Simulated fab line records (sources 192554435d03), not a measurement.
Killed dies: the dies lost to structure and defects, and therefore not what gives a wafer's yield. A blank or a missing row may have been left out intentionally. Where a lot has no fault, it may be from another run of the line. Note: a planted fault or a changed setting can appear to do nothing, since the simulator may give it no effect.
fab line records | flow n5_finfet
record lots=7 | wafers=20 | last_day=16
route steps=1938 shown FIN_SAQP@118 BEOL_M4@1111
lots that met no fault: from a run of the same line without faults
start_h: start of the lot's first displayed wafer, in hours after the record's first day | wait_h: hours elapsed since this lot's preceding step | " as in the row above | L1.1+2: one row covering several wafers at once | - no value present, or no start provided | * or withheld: withheld | < > ~ a bound
route shown NAME@n: names a module that has steps shown in the file, with the first one's number in the route | usual: average and standard deviation across the fault-free wafers | same: alike in all rows | chamber/n: place in a boat | sites: per-site readings | _std_site: the values' standard deviation | _edge_site: mean of outer sites minus mean of inner sites | radius_mm: how far each site lies from the wafer's centre | mask NAME#n: copy n | behind: the last tool/chamber to shape the wafer | hold: what put the lot on hold/how long, in hours/how the hold closed | device: transistor that didn't switch, given as n, p or np | end of line: at the end of the route, the tests of the same wafers | a step with no rows: only its recipe | killed: at the first sort, the dies lost to defects and structure; wafer yield is something else | map: the dies of a wafer, with x for killed, . for not killed, _ for no die there
set.NAME: the setting the step ran with; set.NAME@STEP: the setting that earlier step ran with | model.NAME: the simulator's own value behind a step, which no gauge read
certain route steps with their lots: each step a table, each wafer a row
services: the hour from which a tool's chamber was out of use, counted from the record's first day as start_h (under 0 if before that day), plus the number of hours and why
## steps
# step N5_FIN_SAQP_HM_OPEN_73
# recipe chemistry=CHF3/O2 | target=SiO2 | stop_on=a-Si | target_depth_a=120 | over_etch_frac=1.8 | mask_material=SOC | time_s=16.8 | pressure_mtorr=30 | source_w=650 | bias_w=170 | Ar_flow_sccm=200 | CHF3_flow_sccm=50 | O2_flow_sccm=5 | ion_energy_ev=200 | ends=end_point
# step N5_FIN_SAQP_STRIP_74
# recipe chemistry=CHF3/O2 | resist=SiARC | rf_frequency_hz=6e+07
# step N5_FIN_SAQP_MANDREL_ETCH_22
# recipe target_depth_a=600 | chemistry=HBr/Cl2 | target=a-Si | stop_on=SiNx | bt_time_s=10 | over_etch_frac=0.5 | time_s=30 | pressure_mtorr=10 | icp_w=800 | bias_w=75 | HBr_flow_sccm=150 | Cl2_flow_sccm=80 | ends=end_point
# usual drypump_motor_current_A=5.9/0.6 | oes_product_au=0.775/0.01 | throttle_valve_pct=35.32/0.28
# same over_etch_frac=0.5
lot.wafer | tool      | chamber | start_h | wait_h | drypump_motor_current_A | oes_product_au | rf_hours_counter_h | throttle_valve_pct
L517.2    | rie_si-01 | 2       | 46.52   | 0.0    | 5.4                     | 0.787          | 4                  | 35.32
L517.4    | "         | 1       | "       | "      | 5.8                     | 0.769          | 50                 | 35.08
L517.5    | "         | 3       | "       | "      | 6.3                     | 0.765          | -                  | 35.39
L518.2    | rie_si-01 | 0       | 52.61   | 0.0    | 6.2                     | 0.780          | 38                 | 35.57
L518.4    | "         | 2       | "       | "      | 5.4                     | 0.803          | 4                  | 35.30
L518.6    | "         | 3       | "       | "      | 6.3                     | 0.768          | -                  | 35.39
L522.3    | rie_si-02 | 2       | 76.10   | 0.0    | 6.7                     | 0.776          | 106                | 34.93
L522.5    | "         | 2       | "       | "      | 6.7                     | 0.771          | -                  | 34.93
L522.6    | "         | 3       | "       | "      | 5.9                     | 0.773          | -                  | 35.36
L523.4    | rie_si-02 | 0       | 81.96   | 0.0    | 6.4                     | 0.780          | 53                 | 36.00
L523.5    | "         | 2       | "       | "      | 6.7                     | 0.769          | -                  | 34.94
L526.1    | rie_si-02 | 3       | 102.31  | 0.0    | 6.0                     | 0.774          | 89                 | 35.37
L526.3    | "         | 1       | "       | "      | 6.8                     | 0.770          | 54                 | 35.74
L526.5    | "         | 3       | "       | "      | 5.9                     | 0.780          | -                  | 35.36
L532.1    | rie_si-01 | 1       | 135.89  | 0.0    | 5.8                     | 0.770          | 52                 | 35.08
L532.3    | "         | 0       | "       | "      | 6.2                     | 0.776          | 40                 | 35.58
L532.5    | "         | 3       | "       | "      | 6.3                     | 0.776          | -                  | 35.39
L533.1    | rie_si-01 | 1       | 142.42  | 0.0    | 5.8                     | 0.778          | 52                 | 35.10
L533.3    | "         | 2       | "       | "      | 5.4                     | 0.777          | 6                  | 35.35
L533.4    | "         | 3       | "       | "      | 6.3                     | 0.777          | 44                 | 35.38
# step N5_FIN_SAQP_STRIP_55
# recipe chemistry=N2/H2 | power_w=500 | temp_c=40 | pressure_mtorr=50 | rf_frequency_hz=6e+07 | overash_fraction=0.3 | bias_power_w=28 | h2_frac=0.5 | n2_flow_sccm=300 | h2_flow_sccm=300
# usual drypump_motor_current_A=5.7/0.47 | oes_product_au=0.76/0.064 | power_w=500.1/1.4 | rf_vpp_V=122.0/1.5 | showerhead_plenum_p_Torr=3.40/0.09 | throttle_valve_pct=18.76/0.28
lot.wafer | tool        | chamber | start_h | wait_h | drypump_motor_current_A | oes_product_au | power_w | rf_hours_counter_h | rf_vpp_V | showerhead_plenum_p_Torr | throttle_valve_pct
L517.2    | rie_diel-04 | 3       | 46.61   | 0.1    | 5.9                     | 0.74           | 500.8   | 161                | 124.5    | 3.47                     | 18.72
L517.4    | "           | 3       | "       | "      | 6.0                     | 0.75           | 502.3   | -                  | 123.4    | 3.47                     | 18.70
L517.5    | "           | 0       | "       | "      | 6.1                     | 0.77           | 497.9   | -                  | 122.6    | 3.37                     | 19.11
L518.2    | rie_diel-01 | 2       | 52.71   | 0.1    | 4.8                     | 0.76           | 500.5   | 133                | 121.0    | 3.25                     | 19.08
L518.4    | "           | 1       | "       | "      | 5.1                     | 0.72           | 501.1   | -                  | 120.9    | 3.49                     | 18.79
L518.6    | "           | 1       | "       | "      | 5.1                     | 0.71           | 502.3   | -                  | 122.1    | 3.49                     | 18.78
L522.3    | rie_diel-01 | 2       | 76.20   | 0.1    | 4.8                     | 0.75           | 501.8   | 142                | 123.7    | 3.24                     | 19.07
L522.5    | "           | 3       | "       | "      | 6.2                     | 0.90           | 499.8   | -                  | 120.5    | 3.56                     | 18.35
L522.6    | "           | 0       | "       | "      | 5.9                     | 0.80           | 499.7   | -                  | 123.4    | 3.36                     | 18.70
L523.4    | rie_diel-01 | 0       | 82.08   | 0.1    | 5.9                     | 0.79           | 497.9   | 126                | 122.7    | 3.36                     | 18.73
L523.5    | "           | 2       | "       | "      | 4.8                     | 0.75           | 500.0   | -                  | 122.6    | 3.24                     | 19.10
L526.1    | rie_diel-01 | 1       | 102.40  | 0.1    | 5.1                     | 0.71           | 502.9   | 208                | 123.3    | 3.48                     | 18.79
L526.3    | "           | 3       | "       | "      | 6.1                     | 0.90           | 497.3   | 15                 | 122.7    | 3.56                     | 18.38
L526.5    | "           | 1       | "       | "      | 5.1                     | 0.71           | 502.0   | -                  | 126.5    | 3.48                     | 18.83
L532.1    | rie_diel-03 | 0       | 136.00  | 0.1    | 5.3                     | 0.82           | 499.4   | 90                 | 123.0    | 3.51                     | 18.34
L532.3    | "           | 1       | "       | "      | 5.4                     | 0.78           | 500.9   | 125                | 121.7    | 3.38                     | 18.62
L532.5    | "           | 0       | "       | "      | 5.4                     | 0.82           | 499.5   | -                  | 123.3    | 3.52                     | 18.29
L533.1    | rie_diel-01 | 0       | 142.52  | 0.1    | 5.8                     | 0.77           | 501.7   | 146                | 120.3    | 3.35                     | 18.77
L533.3    | "           | 2       | "       | "      | 4.8                     | 0.74           | 500.4   | 165                | 122.1    | 3.23                     | 19.13
L533.4    | "           | 1       | "       | "      | 5.1                     | 0.71           | 500.8   | 224                | 122.0    | 3.47                     | 18.84
# step N5_FIN_SAQP_STRIP_23
# recipe chemistry=SPM | time_s=750 | temp_c=130 | h2so4_h2o2_vol_ratio=4
# step N5_FIN_SAQP_SRD_66
# recipe dry=ipa_marangoni | time_s=30 | temp_c=23 | rinse_liquid=diw
# step N5_FIN_SAQP_RECESS_75
# recipe chemistry=HF/NH3 | target=SiO2 | target_depth_a=144 | afs_cycles=3 | temp_c=30 | sublimation_temp_c=180 | sublimation_time_s=60
# usual drypump_motor_current_A=5.5/0.41
lot.wafer | tool          | chamber | start_h | wait_h | drypump_motor_current_A
L517.2    | vapor_etch-01 | 0       | 47.27   | 0.4    | 5.1
L517.4    | "             | 1       | "       | "      | 5.9
L517.5    | "             | 1       | "       | "      | 5.9
L518.2    | vapor_etch-02 | 1       | 53.07   | 0.0    | 5.8
L518.4    | "             | 1       | "       | "      | 5.8
L518.6    | "             | 1       | "       | "      | 5.8
L522.3    | vapor_etch-01 | 0       | 76.64   | 0.1    | 5.1
L522.5    | "             | 0       | "       | "      | 5.1
L522.6    | "             | 1       | "       | "      | 5.9
L523.4    | vapor_etch-01 | 1       | 82.75   | 0.1    | 5.9
L523.5    | "             | 0       | "       | "      | 5.1
L526.1    | vapor_etch-02 | 0       | 102.73  | 0.0    | 5.0
L526.3    | "             | 1       | "       | "      | 5.8
L526.5    | "             | 1       | "       | "      | 5.8
L532.1    | vapor_etch-01 | 1       | 136.32  | 0.0    | 5.9
L532.3    | "             | 0       | "       | "      | 5.1
L532.5    | "             | 0       | "       | "      | 5.1
L533.1    | vapor_etch-01 | 1       | 142.84  | 0.0    | 5.9
L533.3    | "             | 0       | "       | "      | 5.1
L533.4    | "             | 1       | "       | "      | 5.9
# step N5_FIN_SAQP_SPACER1_ALD_24
# recipe material=SiO2 | target_thk_a=203 | temp_c=300 | ald_precursor_family=BDEAS | ald_co_reactant=O2-plasma | pulse_time_s=1 | purge_time_s=2 | co_reactant_purge_time_s=2 | ald_cycles=218 | pressure_torr=2
# step N5_FIN_SAQP_SPACER1_ETCHBACK_25
# recipe chemistry=CHF3/O2 | mode=anisotropic_etchback | target=SiO2 | target_depth_a=244 | time_s=12.2 | pressure_mtorr=30 | source_w=650 | bias_w=170 | Ar_flow_sccm=200 | CHF3_flow_sccm=50 | O2_flow_sccm=5 | ion_energy_ev=200
# usual drypump_motor_current_A=5.6/0.42 | oes_ar_750_au=0.78/0.064 | oes_f_703_au=0.79/0.062 | oes_product_au=0.78/0.067 | rf_vpp_V=522/9.6 | showerhead_plenum_p_Torr=2.45/0.065 | throttle_valve_pct=18.81/0.17
# same time_s=12.2
lot.wafer | tool        | chamber | start_h | wait_h | drypump_motor_current_A | oes_ar_750_au | oes_f_703_au | oes_product_au | rf_hours_counter_h | rf_vpp_V | showerhead_plenum_p_Torr | throttle_valve_pct
L517.2    | rie_diel-04 | 2       | 48.37   | 0.4    | 6.1                     | 0.73          | 0.73         | 0.73           | 192                | 534      | 2.40                     | 18.75
L517.4    | "           | 0       | "       | "      | 6.1                     | 0.79          | 0.79         | 0.78           | -                  | 518      | 2.42                     | 19.07
L517.5    | "           | 3       | "       | "      | 5.9                     | 0.76          | 0.77         | 0.75           | -                  | 527      | 2.51                     | 18.84
L518.2    | rie_diel-04 | 1       | 54.37   | 0.4    | 6.0                     | 0.96          | 0.96         | 0.96           | 0                  | 535      | 2.48                     | 19.00
L518.4    | "           | 3       | "       | "      | 5.9                     | 0.76          | 0.77         | 0.76           | 164                | 527      | 2.51                     | 18.86
L518.6    | "           | 0       | "       | "      | 6.1                     | 0.78          | 0.79         | 0.79           | -                  | 519      | 2.42                     | 19.07
L522.3    | rie_diel-04 | 0       | 77.84   | 0.4    | 6.1                     | 0.78          | 0.78         | 0.78           | 134                | 520      | 2.41                     | 19.08
L522.5    | "           | 0       | "       | "      | 6.1                     | 0.77          | 0.78         | 0.77           | -                  | 519      | 2.41                     | 19.09
L522.6    | "           | 1       | "       | "      | 6.0                     | 0.92          | 0.92         | 0.94           | -                  | 534      | 2.48                     | 19.03
L523.4    | rie_diel-01 | 3       | 84.24   | 0.5    | 6.1                     | 0.93          | 0.94         | 0.92           | 8                  | 510      | 2.58                     | 18.74
L523.5    | "           | 0       | "       | "      | 5.9                     | 0.78          | 0.77         | 0.77           | -                  | 511      | 2.42                     | 18.73
L526.1    | rie_diel-03 | 1       | 103.90  | 0.4    | 5.4                     | 0.77          | 0.77         | 0.78           | 114                | 530      | 2.41                     | 18.58
L526.3    | "           | 0       | "       | "      | 5.3                     | 0.83          | 0.83         | 0.83           | 79                 | 516      | 2.54                     | 18.62
L526.5    | "           | 1       | "       | "      | 5.3                     | 0.78          | 0.77         | 0.78           | -                  | 530      | 2.41                     | 18.54
L532.1    | rie_diel-03 | 2       | 137.42  | 0.4    | 5.2                     | 0.78          | 0.78         | 0.78           | 153                | 519      | 2.41                     | 18.73
L532.3    | "           | 3       | "       | "      | 5.9                     | 0.69          | 0.70         | 0.68           | 236                | 506      | 2.48                     | 18.91
L532.5    | "           | 1       | "       | "      | 5.4                     | 0.76          | 0.76         | 0.77           | -                  | 530      | 2.41                     | 18.59
L533.1    | rie_diel-03 | 1       | 144.48  | 0.4    | 5.4                     | 0.76          | 0.76         | 0.76           | 128                | 530      | 2.41                     | 18.59
L533.3    | "           | 0       | "       | "      | 5.3                     | 0.80          | 0.81         | 0.82           | 93                 | 517      | 2.53                     | 18.63
L533.4    | "           | 3       | "       | "      | 5.9                     | 0.69          | 0.70         | 0.67           | 238                | 506      | 2.48                     | 18.91
# step N5_FIN_SAQP_MANDREL1_REMOVE_56
# recipe chemistry=HBr/Cl2/O2 | bt_time_s=10 | target=a-Si | stop_on=SiNx | endpoint=OES-SiCl | over_etch_frac=1 | icp_w=600 | bias_w=22 | HBr_flow_sccm=150 | Cl2_flow_sccm=80 | O2_flow_sccm=5 | pressure_mtorr=10
# step N5_FIN_SAQP_CD_MEAS_27
# recipe target_cd_nm=20 | landing_energy_ev=1000 | detector=se_inlens | polarity=line
# usual cd_nm=20.31/0.22
lot.wafer | tool      | chamber | start_h | wait_h | cd_nm
L517.2    | cd_sem-03 | 0       | 48.58   | 0.1    | 20.19
L517.4    | "         | 0       | "       | "      | 20.35
L517.5    | "         | 0       | "       | "      | 20.01
L518.2    | cd_sem-01 | 0       | 54.57   | 0.1    | 20.13
L518.4    | "         | 0       | "       | "      | 20.33
L518.6    | "         | 0       | "       | "      | 19.98
L522.3    | cd_sem-02 | 0       | 78.04   | 0.1    | 20.62
L522.5    | "         | 0       | "       | "      | 20.45
L522.6    | "         | 0       | "       | "      | 20.31
L523.4    | cd_sem-01 | 0       | 84.44   | 0.1    | 20.34
L523.5    | "         | 0       | "       | "      | 20.63
L526.1    | cd_sem-02 | 0       | 104.10  | 0.1    | 19.96
L526.3    | "         | 0       | "       | "      | 20.16
L526.5    | "         | 0       | "       | "      | 19.99
L532.1    | cd_sem-02 | 0       | 137.62  | 0.1    | 20.36
L532.3    | "         | 0       | "       | "      | 20.42
L532.5    | "         | 0       | "       | "      | 20.31
L533.1    | cd_sem-02 | 0       | 144.68  | 0.1    | 20.38
L533.3    | "         | 0       | "       | "      | 20.81
L533.4    | "         | 0       | "       | "      | 20.20
# step N5_FIN_SAQP_ETCH_57
# recipe chemistry=CH3F/O2 | target=SiNx | mask_material=SiO2 | target_depth_a=325 | time_s=46.4 | pressure_mtorr=30 | source_w=395 | bias_w=73 | Ar_flow_sccm=150 | CH3F_flow_sccm=30 | O2_flow_sccm=20 | ion_energy_ev=120 | ends=cleared
# step N5_FIN_SAQP_ETCH_65
# recipe chemistry=CF4 | target=SiO2 | target_depth_a=40 | ion_energy_ev=350 | time_s=4.4 | pressure_mtorr=10 | icp_w=800 | bias_w=400 | cf4_flow_sccm=80
# usual cf4_flow_sccm=80.03/0.23 | drypump_motor_current_A=5.8/0.58 | oes_product_au=1.007/0.027 | throttle_valve_pct=21.78/0.17
lot.wafer | tool      | chamber | start_h | wait_h | cf4_flow_sccm | drypump_motor_current_A | oes_product_au | rf_hours_counter_h | throttle_valve_pct | model.etch.depth_nm
L517.2    | rie_si-01 | 0       | 48.73   | 0.1    | 80.08         | 6.2                     | 1.003          | 38                 | 22.11              | 3.939
L517.4    | "         | 2       | "       | "      | 79.81         | 5.4                     | 1.030          | 4                  | 21.77              | 4.085
L517.5    | "         | 3       | "       | "      | 80.45         | 6.3                     | 0.991          | -                  | 21.77              | 3.945
L518.2    | rie_si-03 | 0       | 54.72   | 0.1    | 79.54         | 4.6                     | 0.989          | 63                 | 21.66              | 3.951
L518.4    | "         | 1       | "       | "      | 80.07         | 5.7                     | 0.970          | 13                 | 21.71              | 3.794
L518.6    | "         | 3       | "       | "      | 80.38         | 5.3                     | 1.059          | -                  | 21.99              | 4.155
L522.3    | rie_si-03 | 1       | 78.19   | 0.1    | 79.88         | 5.7                     | 0.963          | 13                 | 21.72              | 3.762
L522.5    | "         | 2       | "       | "      | 80.09         | 6.2                     | 1.014          | -                  | 21.62              | 3.49
L522.6    | "         | 1       | "       | "      | 79.57         | 5.7                     | 0.956          | -                  | 21.71              | 3.803
L523.4    | rie_si-03 | 0       | 84.67   | 0.1    | 79.94         | 4.6                     | 1.000          | 64                 | 21.69              | 3.5
L523.5    | "         | 3       | "       | "      | 79.85         | 5.3                     | 1.063          | -                  | 22.01              | 3.662
L526.1    | rie_si-03 | 1       | 104.25  | 0.1    | 80.06         | 5.7                     | 0.968          | 13                 | 21.72              | 3.824
L526.3    | "         | 0       | "       | "      | 80.30         | 4.6                     | 0.991          | 64                 | 21.68              | 3.968
L526.5    | "         | 0       | "       | "      | 80.53         | 4.7                     | 0.994          | -                  | 21.67              | 3.502
L532.1    | rie_si-01 | 3       | 137.77  | 0.1    | 79.91         | 6.3                     | 0.994          | 44                 | 21.77              | 3.935
L532.3    | "         | 1       | "       | "      | 79.93         | 5.8                     | 0.995          | 52                 | 21.60              | 3.964
L532.5    | "         | 0       | "       | "      | 80.02         | 6.2                     | 1.008          | -                  | 22.11              | 3.978
L533.1    | rie_si-02 | 2       | 144.83  | 0.1    | 79.66         | 6.7                     | 0.975          | 108                | 21.44              | 3.849
L533.3    | "         | 3       | "       | "      | 79.98         | 5.9                     | 1.032          | 90                 | 21.86              | 4.176
L533.4    | "         | 0       | "       | "      | 80.11         | 6.4                     | 1.021          | 54                 | 21.96              | 4.099
# step N5_FIN_SAQP_MANDREL_ETCH_58
# recipe chemistry=HBr/Cl2 | target=a-Si | target_depth_a=450 | bt_time_s=10 | stop_on=SiNx | mask_material=SiO2 | over_etch_frac=0.8 | time_s=27 | pressure_mtorr=10 | icp_w=800 | bias_w=75 | HBr_flow_sccm=150 | Cl2_flow_sccm=80 | ends=end_point
# usual drypump_motor_current_A=5.8/0.58 | oes_product_au=0.703/0.011 | throttle_valve_pct=35.52/0.25
# same over_etch_frac=0.8
lot.wafer | tool      | chamber | start_h | wait_h | drypump_motor_current_A | oes_product_au | rf_hours_counter_h | throttle_valve_pct
L517.2    | rie_si-01 | 0       | 48.76   | 0.0    | 6.2                     | 0.705          | 38                 | 35.80
L517.4    | "         | 2       | "       | "      | 5.4                     | 0.724          | 4                  | 35.52
L517.5    | "         | 3       | "       | "      | 6.3                     | 0.702          | -                  | 35.60
L518.2    | rie_si-03 | 0       | 54.75   | 0.0    | 4.7                     | 0.681          | 63                 | 35.46
L518.4    | "         | 1       | "       | "      | 5.7                     | 0.698          | 13                 | 35.33
L518.6    | "         | 3       | "       | "      | 5.3                     | 0.709          | -                  | 35.64
L522.3    | rie_si-03 | 1       | 78.23   | 0.0    | 5.7                     | 0.702          | 13                 | 35.33
L522.5    | "         | 2       | "       | "      | 6.2                     | 0.705          | -                  | 35.14
L522.6    | "         | 1       | "       | "      | 5.7                     | 0.701          | -                  | 35.33
L523.4    | rie_si-03 | 0       | 84.70   | 0.0    | 4.7                     | 0.704          | 64                 | 35.44
L523.5    | "         | 3       | "       | "      | 5.3                     | 0.727          | -                  | 35.61
L526.1    | rie_si-03 | 1       | 104.29  | 0.0    | 5.7                     | 0.690          | 13                 | 35.35
L526.3    | "         | 0       | "       | "      | 4.7                     | 0.691          | 64                 | 35.46
L526.5    | "         | 0       | "       | "      | 4.6                     | 0.701          | -                  | 35.44
L532.1    | rie_si-01 | 3       | 137.81  | 0.0    | 6.4                     | 0.706          | 44                 | 35.58
L532.3    | "         | 1       | "       | "      | 5.8                     | 0.706          | 52                 | 35.28
L532.5    | "         | 0       | "       | "      | 6.3                     | 0.721          | -                  | 35.77
L533.1    | rie_si-02 | 2       | 144.87  | 0.0    | 6.7                     | 0.699          | 108                | 35.17
L533.3    | "         | 3       | "       | "      | 5.9                     | 0.697          | 90                 | 35.59
L533.4    | "         | 0       | "       | "      | 6.4                     | 0.717          | 54                 | 36.24
# step N5_BEOL_M4_RC_MEAS_101
# usual DIBL_N=36.2/1.7 | DIBL_P=36.2/2.2 | IOFF_N=0.16/0.035 | IOFF_P=0.21/0.042 | ION_N=673/13 | ION_P=462/7.9 | SS_N=71.4/0.59 | SS_P=73.2/0.7 | VT_N=250/3.6 | VT_P=-251/3.5
lot.wafer | tool      | chamber | start_h | wait_h | DIBL_N[mV/V] | DIBL_P[mV/V] | IOFF_N[nA/um] | IOFF_P[nA/um] | ION_N[uA/um] | ION_P[uA/um] | SS_N[mV/dec] | SS_P[mV/dec] | VT_N[mV] | VT_P[mV]
L517.2    | prober-02 | 0       | 178.33  | 0.2    | 35.6         | 35.1         | 0.16          | 0.21          | 672          | 465          | 70.8         | 73.2         | 249      | -251
L517.4    | "         | 0       | "       | "      | 33.1         | 32.7         | 0.11          | 0.16          | 654          | 456          | 70.4         | 72.1         | 255      | -253
L517.5    | "         | 0       | "       | "      | 35.7         | 36.2         | 0.16          | 0.23          | 674          | 462          | 71.2         | 73.7         | 247      | -248
L518.2    | prober-01 | 0       | 188.80  | 0.2    | 39.6         | 38.3         | 0.23          | 0.27          | 694          | 476          | 72.3         | 74.5         | 244      | -246
L518.4    | "         | 0       | "       | "      | 35.0         | 34.4         | 0.12          | 0.20          | 647          | 460          | 71.2         | 72.3         | 253      | -250
L518.6    | "         | 0       | "       | "      | 39.2         | 39.1         | 0.21          | 0.30          | 688          | 468          | 72.3         | 74.3         | 246      | -245
L522.3    | prober-01 | 0       | 233.78  | 0.3    | 36.2         | 37.8         | 0.16          | 0.23          | 667          | 467          | 71.5         | 73.9         | 251      | -248
L522.5    | "         | 0       | "       | "      | 37.1         | 37.8         | 0.16          | 0.23          | 673          | 463          | 71.8         | 73.4         | 247      | -247
L522.6    | "         | 0       | "       | "      | 36.7         | 36.5         | 0.15          | 0.21          | 663          | 459          | 71.7         | 73.4         | 252      | -252
L523.4    | prober-01 | 0       | 238.07  | 0.5    | 33.8         | 33.7         | 0.12          | 0.17          | 653          | 449          | 70.6         | 72.2         | 256      | -253
L523.5    | "         | 0       | "       | "      | 38.5         | 39.5         | 0.21          | 0.26          | 688          | 465          | 71.7         | 73.7         | 247      | -251
L526.1    | prober-02 | 0       | 247.81  | 0.0    | 35.6         | 34.2         | 0.13          | 0.17          | 675          | 455          | 71.1         | 72.4         | 252      | -256
L526.3    | "         | 0       | "       | "      | 33.0         | 31.8         | 0.10          | 0.14          | 662          | 457          | 69.9         | 72.5         | 256      | -256
L526.5    | "         | 0       | "       | "      | 34.5         | 32.8         | 0.12          | 0.15          | 661          | 453          | 70.9         | 72.1         | 255      | -257
L533.1    | prober-02 | 0       | 283.98  | 0.0    | 35.4         | 36.5         | 0.15          | 0.19          | 669          | 461          | 71.2         | 73.4         | 248      | -253
L533.3    | "         | 0       | "       | "      | 33.8         | 34.5         | 0.12          | 0.16          | 661          | 455          | 70.8         | 72.2         | 253      | -254
L533.4    | "         | 0       | "       | "      | 33.0         | 33.4         | 0.12          | 0.15          | 670          | 462          | 70.6         | 73.1         | 254      | -255
L532.1    | prober-01 | 0       | 287.80  | 0.0    | 37.7         | 35.8         | 0.18          | 0.20          | 674          | 459          | 70.9         | 72.5         | 249      | -249
L532.3    | "         | 0       | "       | "      | 38.4         | 36.5         | 0.17          | 0.21          | 670          | 454          | 71.9         | 73.7         | 251      | -252
L532.5    | "         | 0       | "       | "      | 36.7         | 34.2         | 0.15          | 0.18          | 659          | 451          | 71.3         | 73.1         | 253      | -251
## services
tool        | chamber | start_h | hours | kind
rie_si-03   | 0       | 23.55   | 4.2   | repair
rie_diel-04 | 1       | 39.38   | -     | clean
rie_diel-04 | 1       | 39.38   | -     | consumable_replace:focus_ring
rie_diel-04 | 1       | 39.38   | 14.2  | scheduled_down
rie_diel-04 | 1       | 39.38   | 14.2  | vent_cycle
rie_diel-01 | 3       | 43.78   | -     | clean
rie_diel-01 | 3       | 43.78   | -     | consumable_replace:focus_ring
rie_diel-01 | 3       | 43.78   | -     | consumable_replace:showerhead
rie_diel-01 | 3       | 43.78   | 15.0  | scheduled_down
rie_diel-01 | 3       | 43.78   | 15.0  | vent_cycle
rie_diel-01 | 0       | 51.63   | 3.6   | repair
rie_si-01   | 2       | 65.39   | 1.7   | repair
rie_si-01   | -       | 71.67   | 2.8   | pm
rie_si-03   | -       | 89.44   | 14.6  | pm
rie_diel-01 | 0       | 112.49  | 8.4   | repair
rie_si-03   | -       | 117.25  | 2.8   | pm
rie_si-03   | -       | 125.66  | 0.3   | repair
rie_si-01   | 2       | 127.83  | 8.9   | repair
## key
first_sign none at tools or gauges
model_effect step=N5_FIN_SAQP_ETCH_65 | value=etch.depth_nm | without=4.065 | struck=3.538
met_at N5_FIN_SAQP_ETCH_65
struck_wafers L522.5,L523.4,L523.5,L526.5
onset_between 54.72 78.19
fault kind=process_parameter_drift | tool=rie_si-03 | chamber=- | onset_h=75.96 | steps=N5_FIN_SAQP_ETCH_65 | channel=time_s | offset=* | shape=step | end_h=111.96 | scope=struck_wafers_only | acts_in=* | stated=*
